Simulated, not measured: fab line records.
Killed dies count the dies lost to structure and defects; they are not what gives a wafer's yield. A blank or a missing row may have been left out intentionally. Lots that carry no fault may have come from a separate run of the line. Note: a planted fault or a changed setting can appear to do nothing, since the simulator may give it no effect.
Struck lot and sound lot, side by side	flow n5_finfet	15 steps out of a route of 1938
Sound: the wafers L458.3, L458.4, L458.6. Wafers L476.1, L476.3, L476.5 were the ones struck. The cause is named last.
Per side, at each step with rows, come the tool, then ch with its chambers, and then its first start. Under that, the readings that differ: sound wafers	struck wafers	difference of the means	sigmas: that difference in standard deviations of wafers without a fault.
alike: readings with means less than 2 such deviations apart, plus words and numbers identical on both sides. not compared: withheld readings, readings lacking a value on some wafer, bounds such as >300 that could conceal the same value, and numbers that have no deviation in the record and whose values overlap.
A row with sigmas, a row that says differs or no value, or rows on one side alone: a step with any of these is where the two part. When numbers do not overlap yet have no deviation, they are printed without sigmas and do not part them. Lack of a reading on every wafer of one side parts them only where that side has two or more wafers.

first, 4 steps without rows for these wafers: N5_BEOL_M10_SOFTBAKE_06 (time 60 s); N5_BEOL_M10_EXPOSE_08 (exposes mask M10); N5_BEOL_M10_PEB_09 (peb time 60 s); N5_BEOL_M10_DEVELOP_10 (develop time 30 s).
N5_BEOL_M10_CD_MEAS_11: target cd 64.1 nm.
  sound on cd_sem-01 ch 0, day 12 00:49; struck on cd_sem-03 ch 0, day 16 16:25
  alike: cd_nm
N5_BEOL_M10_OVL_MEAS_12:
  sound on overlay-01 ch 0, day 12 00:50; struck on overlay-01 ch 0, day 16 16:26
  alike: M10_OVL
N5_BEOL_M10_INSPECT_13: inspects for defects (brightfield).
  sound on defect_inspect-02 at day 12 00:52; struck on defect_inspect-02 at day 16 16:28
  alike: raw_defect_count
N5_BEOL_M10_DESCUM_16: chemistry O2, time 7.9 s.
  sound on rie_diel-06 ch 1,3, day 12 01:17; struck on rie_diel-03 ch 2,3, day 16 16:30
  alike: chamber_pressure_mTorr, drypump_motor_current_A, oes_product_au, rf_vpp_V, showerhead_plenum_p_Torr, throttle_valve_pct
  not compared: rf_hours_counter_h
N5_BEOL_M10_ETCH_61: etches SiARC in CF4, target depth 39 nm, time 65 s.
  sound on rie_diel-06 ch 1,3, day 12 01:19; struck on rie_diel-03 ch 2,3, day 16 16:32
  alike: chamber_pressure_mTorr, drypump_motor_current_A, etch_rf_on_time_s, oes_product_au, rf_vpp_V, showerhead_plenum_p_Torr, throttle_valve_pct
  not compared: rf_hours_counter_h
N5_BEOL_M10_ETCH_62: etches SOC in N2/H2, target depth 110 nm, overetch 22 nm, time 165 s.
  sound on rie_diel-06 ch 1,3, day 12 01:22; struck on rie_diel-03 ch 2,3, day 16 16:35
reading	sound	struck	difference	sigmas
rf_vpp_V (V)	519.6 521.6 519.6	523.2 528.0 528.1	+6.2	+3
  alike: chamber_pressure_mTorr, drypump_motor_current_A, h2_flow_sccm, oes_product_au, showerhead_plenum_p_Torr, throttle_valve_pct
  not compared: rf_hours_counter_h
then, 1 step without rows for these wafers: N5_BEOL_M10_STRIP_68 (strips in N2/H2).
N5_BEOL_M10_STRIP_67: strips in CF4.
  sound on rie_diel-06 ch 1,3, day 12 01:31; struck on rie_diel-03 ch 2,3, day 16 16:44
  alike: chamber_pressure_mTorr, drypump_motor_current_A, oes_product_au, rf_vpp_V, showerhead_plenum_p_Torr, throttle_valve_pct
  not compared: rf_hours_counter_h
N5_BEOL_M10_HM_OPEN_17: chemistry Cl2/BCl3, target TiN, target depth 20 nm, overetch 6 nm.
  sound on rie_metal-01 ch 0, day 12 01:37; struck on rie_metal-02 ch 0, day 16 16:46
reading	sound	struck	difference	sigmas
model.SOC_of_BEOL_M10_COAT_59.thk_nm (nm)	92.2 92.2 92.4	93.4 93.4 93.6	+1.2	
  alike: chamber_pressure_mTorr, drypump_motor_current_A, he_backside_leak_sccm, mfc_cl2_sccm, oes_product_au, throttle_valve_pct
  not compared: rf_hours_counter_h
N5_BEOL_M10_STRIP_19: strips in O2.
  sound on rie_diel-03 ch 0,1, day 12 01:46; struck on rie_diel-06 ch 0,2, day 16 16:58
  alike: chamber_pressure_mTorr, drypump_motor_current_A, oes_product_au, rf_vpp_V, showerhead_plenum_p_Torr, throttle_valve_pct
  not compared: rf_hours_counter_h
-- here the record skips 2 days between the struck wafers' starts before and after, leaving off in module BEOL_M10 and picking up in module PASSIVATION (first step shown: number 1936 of the route) --
N5_PASSIVATION_PROBE_49:
  sound on prober-01 at day 14 13:25; struck on prober-02 at day 19 04:50
  alike: defect_limited_yield, killed_at_M0_to_M3, killed_at_M4_up, killed_at_contacts, killed_at_front_end, killed_at_other, killed_dies, killed_open, killed_short, sort_bin_5_function, sort_bin_6_memory, sort_n_pass, sort_yield_pct

WHERE THEY PART
At N5_BEOL_M10_ETCH_62 and nowhere else, as far as this record goes. Later steps at which nothing parts them and some readings are alike: N5_BEOL_M10_STRIP_67, N5_BEOL_M10_HM_OPEN_17, N5_BEOL_M10_STRIP_19, N5_PASSIVATION_PROBE_49.

WHY: whatever the simulator had introduced
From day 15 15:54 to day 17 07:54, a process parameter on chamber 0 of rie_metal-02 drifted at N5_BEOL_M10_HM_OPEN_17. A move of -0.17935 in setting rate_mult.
